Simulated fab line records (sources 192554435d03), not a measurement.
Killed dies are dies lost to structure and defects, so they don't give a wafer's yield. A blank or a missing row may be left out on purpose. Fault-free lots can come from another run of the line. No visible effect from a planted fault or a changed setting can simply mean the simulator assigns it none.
Which tool did it? | flow n5Finfet | Sampling: 10 lots, 29 wafers, 5 of 1938 route steps

== WHAT THE GAUGES READ, wafer by wafer ==
N5_BEOL_M4_RC_MEAS_101. Usual: DIBL_N 36.6 mV/V, standard deviation 1.9; DIBL_P 36.7 mV/V, standard deviation 2.2; IOFF_N 0.16 nA/um, standard deviation 0.035; IOFF_P 0.22 nA/um, standard deviation 0.038; ION_N 672 uA/um, standard deviation 14; ION_P 462 uA/um, standard deviation 8.3; SS_N 71.6 mV/dec, standard deviation 0.65; SS_P 73.5 mV/dec, standard deviation 0.72; VT_N 250 mV, standard deviation 3.5; VT_P -250 mV, standard deviation 3.1.
lot  | measured     | on        | DIBL_N (mV/V)  | DIBL_P (mV/V)  | IOFF_N (nA/um) | IOFF_P (nA/um) | ION_N (uA/um) | ION_P (uA/um) | SS_N (mV/dec)  | SS_P (mV/dec)  | VT_N (mV)   | VT_P (mV)      | flag
L755 | day 9 10:38  | prober-02 | 37.8 42.0 34.8 | 36.2 40.1 33.9 | 0.15 0.27 0.13 | 0.21 0.27 0.18 | 666 682 680   | 459 458 468   | 71.6 73.9 71.1 | 72.7 74.7 72.6 | 250 245 252 | -249 -249 -251 | 
L754 | day 9 11:10  | prober-01 | 39.2 37.5 33.2 | 40.5 39.0 32.6 | 0.22 0.17 0.10 | 0.34 0.29 0.18 | 686 677 646   | 483 471 455   | 71.1 71.0 69.9 | 74.5 73.9 72.5 | 243 247 255 | -239 -244 -252 | 
L758 | day 9 15:41  | prober-02 | 36.5 34.4 33.4 | 36.7 34.7 32.6 | 0.15 0.12 0.11 | 0.19 0.16 0.14 | 653 667 650   | 448 453 442   | 71.6 71.0 70.7 | 73.3 72.7 71.6 | 254 254 257 | -258 -257 -257 | 
L757 | day 9 21:14  | prober-02 | 35.1 36.8 35.6 | 35.1 37.9 36.8 | 0.14 0.16 0.15 | 0.18 0.22 0.21 | 679 668 680   | 466 460 469   | 71.7 71.1 70.9 | 72.6 74.0 72.8 | 252 253 250 | -252 -251 -249 | 
L756 | day 10 02:23 | prober-02 | 37.3 33.2 34.2 | 37.3 32.7 34.5 | 0.16 0.11 0.13 | 0.25 0.18 0.20 | 690 685 676   | 480 474 477   | 71.2 70.0 70.5 | 73.6 72.5 72.5 | 248 253 251 | -247 -250 -249 | 
L761 | day 10 21:10 | prober-01 | 35.9 37.0 38.1 | 35.8 38.1 38.4 | 0.14 0.17 0.18 | 0.16 0.21 0.22 | 675 661 685   | 454 455 465   | 71.9 71.1 72.2 | 73.2 74.0 74.1 | 254 250 250 | -256 -252 -254 | 
L762 | day 10 22:46 | prober-01 | 36.2 36.9 35.3 | 36.5 37.1 35.5 | 0.14 0.16 0.13 | 0.21 0.23 0.20 | 674 673 674   | 459 467 465   | 71.4 71.7 71.0 | 73.3 74.2 73.5 | 256 251 251 | -252 -245 -250 | 
L763 | day 11 09:17 | prober-02 | 36.3 37.3 36.5 | 36.6 38.0 37.6 | 0.15 0.16 0.16 | 0.21 0.23 0.22 | 678 659 681   | 468 459 463   | 71.1 71.4 71.4 | 73.3 74.0 73.7 | 252 250 247 | -252 -248 -250 | 
L770 | day 13 03:19 | prober-01 | 38.8 35.6 38.5 | 40.6 36.4 40.4 | 0.21 0.15 0.21 | 0.29 0.21 0.30 | 670 656 670   | 462 456 467   | 72.3 71.5 72.9 | 74.8 72.8 74.9 | 247 253 245 | -244 -249 -247 | 
L771 | day 13 05:17 | prober-02 | 36.8 35.7      | 38.9 37.4      | 0.19 0.18      | 0.25 0.23      | 671 679       | 464 465       | 71.4 72.3      | 73.9 73.9      | 248 247     | -248 -247      | 

N5_MIM_TOP_LITHO_CD_MEAS_08: the cd target is 2000 nm. Usual: cdNm 2001.1 nm, standard deviation 1.8.
lot  | measured     | on       | cdNm (nm)            | flag
L755 | day 13 13:27 | cdSem-03 | 2000.6 1999.6 2000.7 | 
L754 | day 13 19:14 | cdSem-01 | 2002.3 2001.9 2002.2 | 
L758 | day 14 00:17 | cdSem-03 | 2005.0 2004.1 2003.4 | 
L757 | day 14 01:54 | cdSem-02 | 1999.8 2000.1 2000.4 | 
L756 | day 14 10:53 | cdSem-01 | 1999.5 1998.4 2000.0 | 
L761 | day 14 18:55 | cdSem-03 | 2000.5 1999.6 2001.4 | 
L762 | day 16 01:29 | cdSem-03 | 2000.6 1998.5 2001.2 | 
L763 | day 16 05:29 | cdSem-02 | 2002.1 2004.8 2003.7 | 
L770 | day 17 18:17 | cdSem-02 | 2000.0 2003.4        | 

== TOOL THAT RAN EACH LOT (tool first, then ch and the chambers of the sampled wafers, then the start) ==
lot  | N5_BEOL_M5_EXPOSE_25             | N5_BEOL_M15_STRIP_37                         | N5_MIM_TOP_DEGAS_04
L755 | euvScanner-02 ch 0, day 9 15:07  | rieDiel-01 ch 0,2,3, day 13 13:01 or earlier | pvdSputter-02, day 13 13:01
L754 | euvScanner-02 ch 0, day 9 15:16  | rieDiel-06 ch 0,1,2, day 13 18:48 or earlier | pvdSputter-03, day 13 18:48
L758 | euvScanner-02 ch 0, day 9 21:34  | rieDiel-03 ch 0,2,3, day 13 23:43 or earlier | pvdSputter-02, day 13 23:43
L757 | euvScanner-02 ch 0, day 10 03:01 | rieDiel-06 ch 0,2,3, day 14 01:20 or earlier | pvdSputter-02, day 14 01:20
L756 | euvScanner-02 ch 0, day 10 09:29 | rieDiel-03 ch 1,2, day 14 10:20 or earlier   | pvdSputter-03, day 14 10:20
L761 | euvScanner-02 ch 0, day 11 01:40 | rieDiel-01 ch 0,1,3, day 14 18:22 or earlier | pvdSputter-03, day 14 18:22
L762 | euvScanner-01 ch 0, day 11 06:10 | rieDiel-06 ch 2,3, day 16 01:04 or earlier   | pvdSputter-02, day 16 01:04
L763 | euvScanner-02 ch 0, day 11 16:04 | rieDiel-01 ch 0,2,3, day 16 04:55 or earlier | pvdSputter-01, day 16 04:55
L770 | euvScanner-02 ch 0, day 13 06:53 | rieDiel-01 ch 0,3, day 17 17:43 or earlier   | pvdSputter-02, day 17 17:43
L771 | euvScanner-02 ch 0, day 13 10:38 | -                                            | -
- N5_BEOL_M5_EXPOSE_25: exposes mask V4, defocus 10 nm.
- N5_BEOL_M15_STRIP_37: strips in O2.
- N5_MIM_TOP_DEGAS_04: time 60 s.

== AS READ BY THE TOOLS THEMSELVES (means over the sampled wafers that have a number; for cases with no such wafer, the mark the record gives instead) ==
N5_BEOL_M15_STRIP_37. Usual: drypumpMotorCurrentA 5.8 A, standard deviation 0.48; oesProductAu 0.76 a.u., standard deviation 0.068; rfVppV 3.7 V, standard deviation 0.64; showerheadPlenumPTorr 2.10 Torr, standard deviation 0.065; tempC 60.00 C, standard deviation 0.12; throttleValvePct 16.75 %, standard deviation 0.25.
lot  | tool       | drypumpMotorCurrentA (A) | oesProductAu (a.u.) | rfVppV (V) | showerheadPlenumPTorr (Torr) | tempC (C) | throttleValvePct (%) | flag
L755 | rieDiel-01 | 6.0                      | 0.76                | 3.2        | 2.11                         | 60.08     | 16.79                | 
L754 | rieDiel-06 | 5.9                      | 0.81                | 3.9        | 2.13                         | 59.94     | 16.51                | 
L758 | rieDiel-03 | 5.1                      | 0.79                | 4.4        | 2.09                         | 60.04     | 16.70                | 
L757 | rieDiel-06 | 6.2                      | 0.77                | 3.3        | 2.12                         | 59.84     | 16.50                | 
L756 | rieDiel-03 | 5.0                      | 0.77                | 4.0        | 2.09                         | 60.06     | 16.81                | 
L761 | rieDiel-01 | 6.0                      | 0.72                | 3.9        | 2.04                         | 60.06     | 16.81                | 
L762 | rieDiel-06 | 5.9                      | 0.71                | 3.8        | 2.13                         | 59.99     | 16.68                | 
L763 | rieDiel-01 | 6.1                      | 0.74                | 3.7        | 2.11                         | 60.08     | 16.82                | 
L770 | rieDiel-01 | 6.2                      | 0.72                | 4.4        | 2.06                         | 59.97     | 16.81                | 

N5_MIM_TOP_DEGAS_04. Usual: heaterPowerW 479 W, standard deviation 48; susceptorTempC 300.01 C, standard deviation 0.18.
lot  | tool          | heaterPowerW (W) | susceptorTempC (C) | flag
L755 | pvdSputter-02 | 520              | 299.78             | 
L754 | pvdSputter-03 | 512              | 300.07             | 
L758 | pvdSputter-02 | 498              | 300.10             | 
L757 | pvdSputter-02 | 494              | 299.89             | 
L756 | pvdSputter-03 | 494              | 299.93             | 
L761 | pvdSputter-03 | 431              | 299.96             | 
L762 | pvdSputter-02 | 499              | 299.98             | 
L763 | pvdSputter-01 | 471              | 300.10             | 
L770 | pvdSputter-02 | 484              | 299.97             | 

== THE ANSWER, worked out from the rows above alone ==
Rule: lot off if the mean of its wafers having a number is beyond 3 standard deviations from the usual mean. A lot without any number at a reading at which 4 lots or more have one is off too. Any other lot the step has rows for is counted as sound. The gauges are gone through in route order, then the tools' own readings, and for those a lot's mean is taken as printed above. The first step at which some lot is off is used, and at that step the reading that is off furthest; a lot without a number counts as furthest.
Across all readings shown, no lot is off: no conclusion can be drawn from this.

== WHAT HAD BEEN PUT IN BY THE SIMULATOR ==
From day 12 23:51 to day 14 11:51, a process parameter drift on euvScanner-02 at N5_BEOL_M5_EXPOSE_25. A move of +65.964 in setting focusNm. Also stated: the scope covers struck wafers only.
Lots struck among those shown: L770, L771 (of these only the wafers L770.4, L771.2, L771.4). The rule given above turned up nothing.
